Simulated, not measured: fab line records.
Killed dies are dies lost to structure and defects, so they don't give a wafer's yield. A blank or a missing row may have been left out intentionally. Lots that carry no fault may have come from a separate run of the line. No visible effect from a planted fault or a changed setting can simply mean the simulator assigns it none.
fab line records	flow nand_harc	part 1 of 2: steps 1 to 3 of 6
[record] lots = 23	wafers = 69	last_day = 34
route steps=1302 shown A_STAIRCASE@714
lots with no fault: from the same line, run without faults
start_h: the number of hours between the record's first day and the start of the first shown wafer of the lot	wait_h: time in hours since the lot's previous step	" repeats the value in the row above	L1.1+2: a row that stands for several wafers	- value missing, or start not given	* or withheld: withheld	< > ~ a bound
route shown NAME@n: names a module that has steps shown in the file, with the first one's number in the route	usual: the fault-free wafers' mean and standard deviation	same: alike in all rows	chamber/n: place in a boat	sites: each site's reading	_std_site: the values' standard deviation	_edge_site: the outer-site mean with the inner-site mean subtracted	radius_mm: for every site, how far away it sits from the centre of the wafer	mask NAME#n: copy n	behind: the most recent tool/chamber to have shaped the wafer	hold: why the lot was held/for how many hours/how that ended	device: the n, p or np transistor that did not switch	end of line: tests of these same wafers at the route's end	for a step that has no rows: nothing shown but its recipe	killed: not the wafer's yield, but the dies lost to structure and defects at the first sort	map: dies across one wafer; x = killed, . = not, _ = none there
set.NAME: the setting as run; set.NAME@STEP: as run at that earlier step	model.NAME: the simulator's own value behind a step, which no gauge read
route steps across a sampled set of lots; one table per step, one row per wafer
services: from which hour (start_h, from the record's first day; less than 0 if before it) a tool's chamber was out of use, for how many hours, and why
[[steps]]
[step NHARC_A_STAIRCASE_TRIM_200]
[recipe] time_s = 211.2	o2_flow_sccm = 500	ar_flow_sccm = 0	bias_w = 0	chemistry = O2
[usual] drypump_motor_current_A = 5.6/0.31	o2_flow_sccm = 500.0/1.5	oes_product_au = 1.002/0.007	rf_vpp_V = 57.7/0.87	showerhead_plenum_p_Torr = 3.52/0.15	throttle_valve_pct = 17.036/0.0088
lot.wafer	tool	chamber	start_h	wait_h	drypump_motor_current_A	o2_flow_sccm	oes_product_au	rf_hours_counter_h	rf_vpp_V	showerhead_plenum_p_Torr	throttle_valve_pct
L074.3	rie_diel-11	2	-	-	5.8	504.1	1.001	24	58.0	3.28	17.048
L074.2	"	3	"	"	5.7	500.1	1.006	26	58.9	3.67	17.044
L074.5	"	2	"	"	5.8	501.3	1.009	-	57.5	3.28	17.034
L075.1	rie_diel-02	1	-	-	5.8	498.4	1.000	45	57.1	3.75	17.034
L075.4	"	2	"	"	6.0	497.6	0.998	49	57.4	3.43	17.017
L075.2	"	0	"	"	5.6	499.8	1.001	53	57.1	3.32	17.044
L076.4	rie_diel-04	2	-	-	6.0	501.2	0.999	3	56.9	3.61	17.032
L076.5	"	1	"	"	5.7	499.8	0.993	-	58.6	3.63	17.030
L076.6	"	2	"	"	6.0	501.0	1.000	-	58.8	3.61	17.045
L077.1	rie_diel-11	2	-	-	5.8	499.7	1.000	30	58.3	3.28	17.025
L077.2	"	3	"	"	5.7	497.5	1.009	32	57.3	3.67	17.054
L077.5	"	2	"	"	5.8	499.7	0.998	-	58.2	3.28	17.027
L078.1	rie_diel-04	1	-	-	5.7	499.8	0.989	9	58.3	3.63	17.039
L078.3	"	2	"	"	6.0	501.3	0.994	10	59.5	3.60	17.038
L078.5	"	3	"	"	5.0	499.3	1.007	-	57.0	3.47	17.035
L079.3	rie_diel-02	0	-	-	5.6	501.3	1.008	0	57.6	3.31	17.033
L079.1	"	1	"	"	5.7	497.5	1.010	0	58.5	3.75	17.020
L079.5	"	0	"	"	5.6	501.2	1.003	-	56.9	3.31	17.044
L080.2	rie_diel-04	0	-	-	5.6	500.6	1.007	18	58.5	3.65	17.029
L080.6	"	2	"	"	6.0	498.8	0.995	-	58.0	3.60	17.039
L080.5	"	3	"	"	5.0	502.0	1.002	-	56.6	3.46	17.022
L081.4	rie_diel-04	1	-	-	5.7	501.2	0.998	19	57.2	3.62	17.028
L081.1	"	0	"	"	5.6	501.2	1.004	18	58.3	3.65	17.026
L081.6	"	2	"	"	5.9	500.0	1.011	-	57.4	3.60	17.042
L082.1	rie_diel-04	0	-	-	5.6	497.7	0.996	23	59.5	3.65	17.052
L082.2	"	1	"	"	5.7	499.3	0.988	23	58.7	3.62	17.043
L082.5	"	0	"	"	5.6	499.9	1.003	-	58.6	3.64	17.035
L084.2	rie_diel-02	0	-	-	5.6	501.5	0.998	17	57.0	3.30	17.031
L084.4	"	3	"	"	5.2	498.6	0.997	18	57.2	3.59	17.040
L084.6	"	1	"	"	5.8	499.5	1.000	-	59.0	3.74	17.022
L083.4	rie_diel-02	0	-	-	5.6	498.8	1.001	18	56.7	3.30	17.028
L083.3	"	2	"	"	6.0	498.3	0.999	24	57.7	3.41	17.033
L083.6	"	3	"	"	5.2	503.3	0.998	-	56.6	3.59	17.034
L085.4	rie_diel-04	3	-	-	5.0	500.2	1.010	33	57.3	3.46	17.028
L085.3	"	0	"	"	5.6	500.8	1.009	35	56.4	3.64	17.030
L085.6	"	0	"	"	5.6	499.5	0.998	-	57.5	3.64	17.027
L086.3	rie_diel-11	1	-	-	5.7	500.0	0.999	11	58.2	3.40	17.050
L086.1	"	3	"	"	5.7	499.6	1.003	12	59.3	3.64	17.024
L086.5	"	1	"	"	5.7	497.4	0.993	-	57.3	3.40	17.037
L087.2	rie_diel-02	3	-	-	5.2	500.1	0.997	26	58.2	3.59	17.052
L087.1	"	2	"	"	6.0	497.4	1.002	31	57.5	3.41	17.037
L087.5	"	0	"	"	5.6	500.4	1.011	-	57.0	3.30	17.033
L088.2	rie_diel-11	1	-	-	5.7	497.8	1.002	19	56.3	3.40	17.034
L088.4	"	0	"	"	5.4	500.7	0.997	-	57.5	3.29	17.045
L088.6	"	1	"	"	5.8	499.2	1.006	-	57.3	3.40	17.035
L089.1	rie_diel-04	3	-	-	5.0	501.5	0.993	47	57.6	3.45	17.041
L089.4	"	1	"	"	5.7	502.2	0.997	48	57.4	3.61	17.033
L089.3	"	2	"	"	5.9	502.1	0.999	49	58.4	3.58	17.037
L091.2	rie_diel-02	0	-	-	5.6	499.8	1.005	35	56.4	3.30	17.032
L091.4	"	1	"	"	5.8	500.0	0.998	40	59.7	3.73	17.034
L091.3	"	2	"	"	6.0	500.1	0.996	41	57.1	3.40	17.032
L093.1	rie_diel-04	2	-	-	6.0	501.6	1.006	1	57.6	3.58	17.017
L093.3	"	0	"	"	5.6	501.0	1.006	1	58.2	3.62	17.029
L093.5	"	3	"	"	5.0	500.1	1.011	-	57.1	3.44	17.043
L092.3	rie_diel-02	2	-	-	6.0	498.5	1.002	53	56.3	3.40	17.021
L092.4	"	3	"	"	5.2	499.1	1.010	43	58.2	3.58	17.037
L092.6	"	1	"	"	5.8	499.8	1.006	-	57.7	3.72	17.047
L095.2	rie_diel-02	1	-	-	5.8	501.3	0.987	52	58.7	3.72	17.027
L095.3	"	2	"	"	6.0	498.5	1.003	55	58.4	3.40	17.030
L095.1	"	3	"	"	5.2	501.1	0.999	45	58.5	3.58	17.048
L094.2	rie_diel-04	1	-	-	5.7	499.9	0.995	13	58.4	3.59	17.049
L094.5	"	0	"	"	5.6	501.3	1.007	-	58.7	3.62	17.031
L094.6	"	1	"	"	5.7	499.1	1.004	-	58.0	3.59	17.028
L096.2	rie_diel-04	0	-	-	5.6	499.8	1.003	19	58.2	3.61	17.031
L096.6	"	1	"	"	5.7	497.1	1.000	-	58.2	3.59	17.036
L096.5	"	2	"	"	6.0	501.7	1.007	-	58.1	3.57	17.048
L097.2	rie_diel-02	0	-	-	5.6	500.0	1.001	6	57.5	3.28	17.027
L097.3	"	2	"	"	6.0	501.7	1.001	3	57.5	3.39	17.024
L097.6	"	0	"	"	5.6	500.2	1.009	-	58.3	3.28	17.036
[step NHARC_A_STAIRCASE_TRIM_226]
[recipe] time_s = 211.2	o2_flow_sccm = 500	ar_flow_sccm = 0	bias_w = 0	chemistry = O2
[usual] drypump_motor_current_A = 5.62/0.3	o2_flow_sccm = 500.2/1.4	oes_product_au = 1.003/0.0078	rf_vpp_V = 57.9/0.9	showerhead_plenum_p_Torr = 3.53/0.15	throttle_valve_pct = 17.036/0.0093
lot.wafer	tool	chamber	start_h	wait_h	drypump_motor_current_A	o2_flow_sccm	oes_product_au	rf_hours_counter_h	rf_vpp_V	showerhead_plenum_p_Torr	throttle_valve_pct
L074.3	rie_diel-02	3	-	-	5.26	499.3	0.989	50	58.2	3.61	17.049
L074.2	"	1	"	"	5.77	501.3	1.003	42	58.3	3.76	17.036
L074.5	"	3	"	"	5.25	501.5	0.990	-	57.7	3.61	17.036
L075.1	rie_diel-04	1	-	-	5.70	500.1	0.995	3	58.7	3.63	17.042
L075.2	"	2	"	"	5.98	500.0	1.001	4	57.1	3.61	17.048
L075.4	"	0	"	"	5.62	499.3	1.001	4	58.3	3.66	17.029
L076.4	rie_diel-02	2	-	-	6.01	501.7	1.005	50	57.3	3.43	17.045
L076.5	"	2	"	"	6.01	501.2	1.016	-	59.3	3.43	17.033
L076.6	"	3	"	"	5.22	499.8	1.000	-	58.8	3.60	17.041
L077.1	rie_diel-11	0	-	-	5.35	500.9	1.000	29	57.5	3.32	17.052
L077.2	"	3	"	"	5.72	499.5	1.003	33	58.6	3.66	17.045
L077.5	"	1	"	"	5.76	499.2	1.014	-	57.9	3.42	17.031
L078.1	rie_diel-04	0	-	-	5.62	500.5	1.006	10	57.0	3.65	17.038
L078.3	"	1	"	"	5.73	498.2	0.995	11	58.3	3.63	17.019
L078.5	"	2	"	"	5.95	502.3	1.005	-	57.9	3.60	17.036
L079.1	rie_diel-04	1	-	-	5.69	498.7	0.990	13	57.6	3.63	17.040
L079.3	"	2	"	"	5.97	498.6	1.012	14	58.8	3.60	17.054
L079.5	"	2	"	"	5.96	498.2	0.999	-	57.2	3.60	17.038
L080.2	rie_diel-11	3	-	-	5.73	502.3	1.002	56	58.3	3.65	17.024
L080.5	"	1	"	"	5.74	499.7	1.015	-	56.2	3.41	17.026
L080.6	"	2	"	"	5.82	498.1	0.998	-	56.9	3.27	17.019
L081.1	rie_diel-04	2	-	-	5.94	499.6	0.993	21	58.2	3.60	17.032
L081.4	"	3	"	"	4.98	499.5	1.005	20	59.1	3.46	17.030
L081.6	"	1	"	"	5.70	502.5	1.002	-	58.0	3.62	17.036
L082.1	rie_diel-04	0	-	-	5.61	499.4	1.004	23	58.1	3.64	17.038
L082.2	"	3	"	"	4.97	498.7	1.000	24	58.4	3.46	17.027
L082.5	"	0	"	"	5.63	499.3	1.001	-	58.0	3.64	17.013
L084.4	rie_diel-11	2	-	-	5.83	502.2	1.003	4	59.1	3.81	17.026
L084.2	"	3	"	"	5.70	499.7	1.004	6	58.2	3.65	17.032
L084.6	"	2	"	"	5.83	499.4	0.998	-	59.2	3.81	17.026
L083.3	rie_diel-02	2	-	-	6.03	500.1	1.007	25	56.6	3.41	17.049
L083.4	"	0	"	"	5.61	499.0	1.016	19	57.8	3.30	17.038
L083.6	"	2	"	"	6.04	500.2	1.001	-	57.3	3.41	17.041
L085.4	rie_diel-02	0	-	-	5.65	500.4	1.004	24	58.5	3.30	17.038
L085.3	"	2	"	"	6.02	500.2	0.996	28	57.3	3.41	17.050
L085.6	"	3	"	"	5.22	500.9	0.999	-	57.9	3.59	17.031
L086.1	rie_diel-04	3	-	-	4.98	497.5	1.004	36	57.5	3.45	17.024
L086.3	"	1	"	"	5.73	500.3	1.004	40	58.7	3.61	17.038
L086.5	"	3	"	"	4.95	500.4	1.002	-	59.9	3.45	17.034
L087.1	rie_diel-11	1	-	-	5.76	498.6	1.008	13	58.0	3.40	17.029
L087.2	"	3	"	"	5.73	501.3	1.008	14	58.8	3.64	17.026
L087.5	"	2	"	"	5.80	497.2	0.990	-	58.7	3.80	17.026
L088.2	rie_diel-04	3	-	-	4.95	501.6	1.007	47	58.0	3.45	17.033
L088.4	"	0	"	"	5.59	497.6	1.007	46	58.2	3.63	17.037
L088.6	"	3	"	"	4.95	501.1	1.012	-	57.3	3.45	17.041
L089.1	rie_diel-04	3	-	-	4.98	502.1	1.000	48	58.7	3.45	17.028
L089.4	"	1	"	"	5.77	499.5	1.000	48	60.1	3.61	17.028
L089.3	"	2	"	"	5.97	502.0	1.009	50	57.9	3.58	17.039
L091.4	rie_diel-02	2	-	-	6.04	501.9	0.980	42	56.7	3.40	17.032
L091.3	"	0	"	"	5.64	499.7	0.999	35	57.5	3.30	17.046
L091.2	"	1	"	"	5.77	500.2	0.995	40	58.5	3.73	17.024
L093.1	rie_diel-11	1	-	-	5.80	500.9	1.019	36	57.1	3.39	17.056
L093.3	"	2	"	"	5.79	499.6	1.012	32	58.7	3.79	17.048
L093.5	"	0	"	"	5.33	499.0	1.009	-	56.3	3.28	17.050
L092.4	rie_diel-11	3	-	-	5.73	500.6	1.009	38	59.0	3.63	17.029
L092.3	"	0	"	"	5.33	499.9	1.017	43	56.9	3.28	17.039
L092.6	"	2	"	"	5.84	504.2	1.005	-	58.1	3.79	17.036
L095.3	rie_diel-02	2	-	-	6.03	500.8	0.998	55	57.2	3.40	17.047
L095.1	"	3	"	"	5.25	498.5	0.984	45	57.8	3.58	17.046
L095.2	"	1	"	"	5.77	500.5	0.989	52	59.8	3.72	17.036
L094.2	rie_diel-04	0	-	-	5.60	499.1	1.005	12	59.1	3.62	17.027
L094.5	"	0	"	"	5.61	498.5	1.009	-	58.2	3.62	17.026
L094.6	"	1	"	"	5.71	501.2	0.996	-	58.1	3.59	17.045
L096.2	rie_diel-11	2	-	-	5.82	499.5	0.998	44	57.4	3.78	17.018
L096.5	"	3	"	"	5.73	499.3	1.007	-	57.2	3.62	17.026
L096.6	"	0	"	"	5.31	501.1	1.006	-	57.3	3.28	17.030
L097.2	rie_diel-02	0	-	-	5.63	501.0	1.006	7	57.4	3.28	17.038
L097.3	"	3	"	"	5.23	499.8	1.001	8	59.0	3.57	17.035
L097.6	"	1	"	"	5.79	501.1	1.003	-	58.2	3.71	17.021
[step NHARC_A_STAIRCASE_TRIM_229]
[recipe] time_s = 211.2	o2_flow_sccm = 500	ar_flow_sccm = 0	bias_w = 0	chemistry = O2
[usual] drypump_motor_current_A = 5.6/0.32	o2_flow_sccm = 500.1/1.5	oes_product_au = 1.002/0.0079	rf_vpp_V = 57.8/0.88	showerhead_plenum_p_Torr = 3.53/0.14	throttle_valve_pct = 17.037/0.01
lot.wafer	tool	chamber	start_h	wait_h	drypump_motor_current_A	o2_flow_sccm	oes_product_au	rf_hours_counter_h	rf_vpp_V	showerhead_plenum_p_Torr	throttle_valve_pct
L074.2	rie_diel-11	0	360.59	0.1	5.3	500.2	0.998	25	56.9	3.32	17.027
L074.3	"	1	"	"	5.8	496.4	1.011	26	57.9	3.42	17.027
L074.5	"	3	"	"	5.7	499.3	0.998	-	58.3	3.67	17.042
L075.1	rie_diel-04	1	378.98	0.1	5.7	501.6	0.998	3	57.2	3.63	17.028
L075.2	"	2	"	"	6.0	499.9	0.995	4	57.9	3.61	17.028
L075.4	"	3	"	"	5.0	500.1	1.003	5	59.1	3.47	17.029
L076.4	rie_diel-02	0	379.21	0.1	5.6	500.4	1.003	54	57.7	3.32	17.047
L076.5	"	2	"	"	6.0	496.7	1.008	-	57.0	3.43	17.038
L076.6	"	3	"	"	5.2	501.5	0.995	-	58.4	3.60	17.027
L077.1	rie_diel-11	2	379.49	0.1	5.8	499.7	1.014	30	58.0	3.28	17.032
L077.2	"	3	"	"	5.7	501.8	1.005	33	59.1	3.67	17.051
L077.5	"	0	"	"	5.3	503.1	0.999	-	58.2	3.32	17.037
L078.1	rie_diel-04	0	401.35	0.5	5.6	496.7	1.006	10	58.5	3.65	17.050
L078.3	"	2	"	"	6.0	501.0	1.006	13	56.9	3.60	17.027
L078.5	"	0	"	"	5.6	501.4	1.011	-	57.3	3.65	17.044
L079.3	rie_diel-04	3	406.64	0.1	5.0	500.1	1.010	13	58.5	3.47	17.068
L079.1	"	1	"	"	5.7	499.3	1.003	13	59.7	3.63	17.022
L079.5	"	3	"	"	5.0	500.3	1.019	-	59.1	3.47	17.046
L080.2	rie_diel-04	1	424.20	0.1	5.7	502.0	0.991	20	57.8	3.62	17.029
L080.6	"	3	"	"	5.0	500.7	1.008	-	56.3	3.46	17.048
L080.5	"	0	"	"	5.6	497.5	1.002	-	57.4	3.65	17.031
L081.1	rie_diel-04	2	425.42	0.1	6.0	502.0	0.990	21	58.1	3.60	17.033
L081.4	"	1	"	"	5.7	499.2	1.001	21	56.2	3.62	17.034
L081.6	"	2	"	"	6.0	503.1	0.997	-	56.4	3.60	17.034
L082.2	rie_diel-02	0	441.22	0.1	5.6	500.5	0.994	11	58.4	3.31	17.028
L082.1	"	1	"	"	5.8	501.9	0.996	12	58.6	3.74	17.024
L082.5	"	1	"	"	5.8	501.9	0.986	-	57.6	3.74	17.030
L084.2	rie_diel-11	0	460.76	0.1	5.3	500.5	1.003	6	56.5	3.30	17.034
L084.4	"	2	"	"	5.8	502.0	0.998	4	57.2	3.81	17.046
L084.6	"	1	"	"	5.8	498.9	1.016	-	58.5	3.41	17.031
L083.4	rie_diel-02	1	463.86	0.1	5.8	498.8	0.995	25	56.5	3.74	17.036
L083.3	"	2	"	"	6.0	498.7	0.988	25	56.5	3.41	17.026
L083.6	"	1	"	"	5.8	500.6	0.988	-	58.8	3.74	17.043
L085.4	rie_diel-04	2	474.65	0.1	6.0	502.5	0.996	37	58.9	3.59	17.032
L085.3	"	1	"	"	5.7	501.1	1.010	39	56.1	3.61	17.044
L085.6	"	2	"	"	6.0	498.9	0.995	-	56.6	3.59	17.045
L086.3	rie_diel-02	2	478.94	0.1	6.0	500.1	1.003	30	58.0	3.41	17.024
L086.1	"	0	"	"	5.6	501.2	0.991	25	58.6	3.30	17.042
L086.5	"	1	"	"	5.8	499.9	0.992	-	58.5	3.73	17.037
L087.1	rie_diel-04	2	485.69	0.1	6.0	499.1	0.991	42	58.0	3.58	17.028
L087.2	"	1	"	"	5.7	501.7	0.992	43	58.9	3.61	17.030
L087.5	"	2	"	"	6.0	497.5	0.997	-	56.8	3.58	17.056
L088.4	rie_diel-11	1	505.71	0.1	5.8	500.4	1.006	19	56.3	3.40	17.036
L088.2	"	0	"	"	5.3	499.3	0.997	23	58.0	3.29	17.051
L088.6	"	1	"	"	5.8	501.1	1.015	-	58.7	3.40	17.037
L089.1	rie_diel-04	3	506.61	0.1	5.0	497.1	1.007	48	57.5	3.45	17.042
L089.4	"	0	"	"	5.6	499.8	1.007	46	57.7	3.63	17.038
L089.3	"	1	"	"	5.7	500.1	0.995	49	57.3	3.61	17.023
L091.2	rie_diel-11	3	521.91	0.1	5.7	500.0	1.013	25	58.9	3.64	17.044
L091.4	"	0	"	"	5.3	499.6	1.009	27	56.0	3.29	17.048
L091.3	"	1	"	"	5.8	500.4	1.010	23	57.6	3.40	17.018
L093.3	rie_diel-11	3	550.34	0.1	5.7	498.5	1.006	38	57.5	3.63	17.060
L093.1	"	0	"	"	5.4	503.5	0.998	43	56.6	3.28	17.042
L093.5	"	2	"	"	5.8	499.0	0.998	-	57.7	3.79	17.048
L092.3	rie_diel-04	1	550.63	0.1	5.7	501.3	0.999	5	58.8	3.60	17.031
L092.4	"	2	"	"	6.0	499.7	1.003	3	58.7	3.57	17.029
L092.6	"	0	"	"	5.6	501.0	1.008	-	57.3	3.62	17.043
L095.3	rie_diel-02	1	560.93	0.1	5.8	500.4	0.995	52	59.3	3.72	17.026
L095.1	"	2	"	"	6.0	498.5	0.997	55	57.2	3.40	17.027
L095.2	"	0	"	"	5.7	500.5	1.006	46	56.8	3.29	17.033
L094.2	rie_diel-04	1	581.53	0.1	5.7	498.7	0.999	13	57.6	3.59	17.039
L094.6	"	3	"	"	5.0	499.2	0.992	-	57.3	3.43	17.037
L094.5	"	0	"	"	5.6	501.5	1.014	-	58.4	3.62	17.031
L096.2	rie_diel-04	3	596.18	0.1	5.0	499.5	1.018	18	58.9	3.43	17.045
L096.5	"	0	"	"	5.6	501.0	1.015	-	57.7	3.61	17.032
L096.6	"	1	"	"	5.7	501.9	0.992	-	57.4	3.59	17.029
L097.3	rie_diel-02	1	599.81	0.1	5.8	499.3	1.007	7	58.1	3.72	17.053
L097.2	"	0	"	"	5.6	498.3	1.006	7	57.8	3.28	17.035
L097.6	"	1	"	"	5.8	496.6	1.003	-	58.5	3.72	17.036
